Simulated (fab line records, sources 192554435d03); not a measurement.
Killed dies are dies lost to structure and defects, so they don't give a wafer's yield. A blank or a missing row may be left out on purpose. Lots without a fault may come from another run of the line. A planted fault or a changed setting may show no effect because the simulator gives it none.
Chamber matching | flow n5_finfet | N5_BEOL_M12_ETCH_67 on rie_diel-03: 3 sister chambers
The step etches SiARC in CF4, target depth 143 nm, time 238.3 s. 16 wafers are shown with their chamber, then 7 later ones without.

WAFERS WITH THEIR CHAMBER
wafer  | chamber | showerhead_plenum_p_Torr (Torr) | oes_product_au (a.u.) | etch_rf_on_time_s (s)
L265.1 | 2       | 2.17                            | 0.71                  | 227
L265.2 | 3       | 2.20                            | 0.82                  | 236
L265.6 | 2       | 2.17                            | 0.71                  | 230
L268.2 | 3       | 2.19                            | 0.79                  | 239
L268.3 | 0       | 2.08                            | 0.67                  | 241
L268.6 | 0       | 2.08                            | 0.68                  | 239
L267.4 | 0       | 2.08                            | 0.66                  | 242
L267.5 | 0       | 2.08                            | 0.66                  | 243
L267.6 | 3       | 2.19                            | 0.78                  | 240
L273.2 | 2       | 2.16                            | 0.69                  | 231
L273.3 | 3       | 2.19                            | 0.77                  | 240
L273.6 | 0       | 2.07                            | 0.67                  | 242
L277.1 | 2       | 2.16                            | 0.68                  | 229
L277.2 | 3       | 2.19                            | 0.77                  | 237
L277.5 | 0       | 2.07                            | 0.66                  | 240
L280.2 | 3       | 2.18                            | 0.76                  | 235

SIGNATURES (means of the wafers above)
reading                  | chamber 0 | chamber 2 | chamber 3 | scatter within a chamber
showerhead_plenum_p_Torr | 2.0767    | 2.1650    | 2.1900    | 0.00577
oes_product_au           | 0.6667    | 0.6975    | 0.7817    | 0.0159
etch_rf_on_time_s        | 241.17    | 229.25    | 237.83    | 1.81
Rule: a wafer's distance from a chamber is the root of the sum, over the readings, of the square of ((its reading less the chamber's mean) divided by the reading's scatter). The wafer belongs to the nearest chamber; if the next one is less than 2 further off, it can't be placed. The scatter: the root of (the sum of the squares of (reading less its chamber's mean) over the shown wafers, divided by (wafers less chambers)).

WAFERS WITHOUT THEIR CHAMBER
wafer  | showerhead_plenum_p_Torr (Torr) | oes_product_au (a.u.) | etch_rf_on_time_s (s)
L280.4 | 2.07                            | 0.65                  | 240
L280.6 | 2.07                            | 0.67                  | 239
L281.2 | 2.07                            | 0.64                  | 244
L281.5 | 2.18                            | 0.74                  | 238
L281.6 | 2.16                            | 0.67                  | 230
L282.1 | 2.07                            | 0.66                  | 241
L282.2 | 2.18                            | 0.74                  | 240

WHICH CHAMBER EACH WENT THROUGH
wafer  | from the rows above | in truth
L280.4 | 0                   | 0
L280.6 | 0                   | 0
L281.2 | 0                   | 0
L281.5 | 3                   | 3
L281.6 | 2                   | 2
L282.1 | 0                   | 0
L282.2 | 3                   | 3
Placed correctly: 7 of 7. Can't be placed from these rows: 0. Placed wrongly: 0.
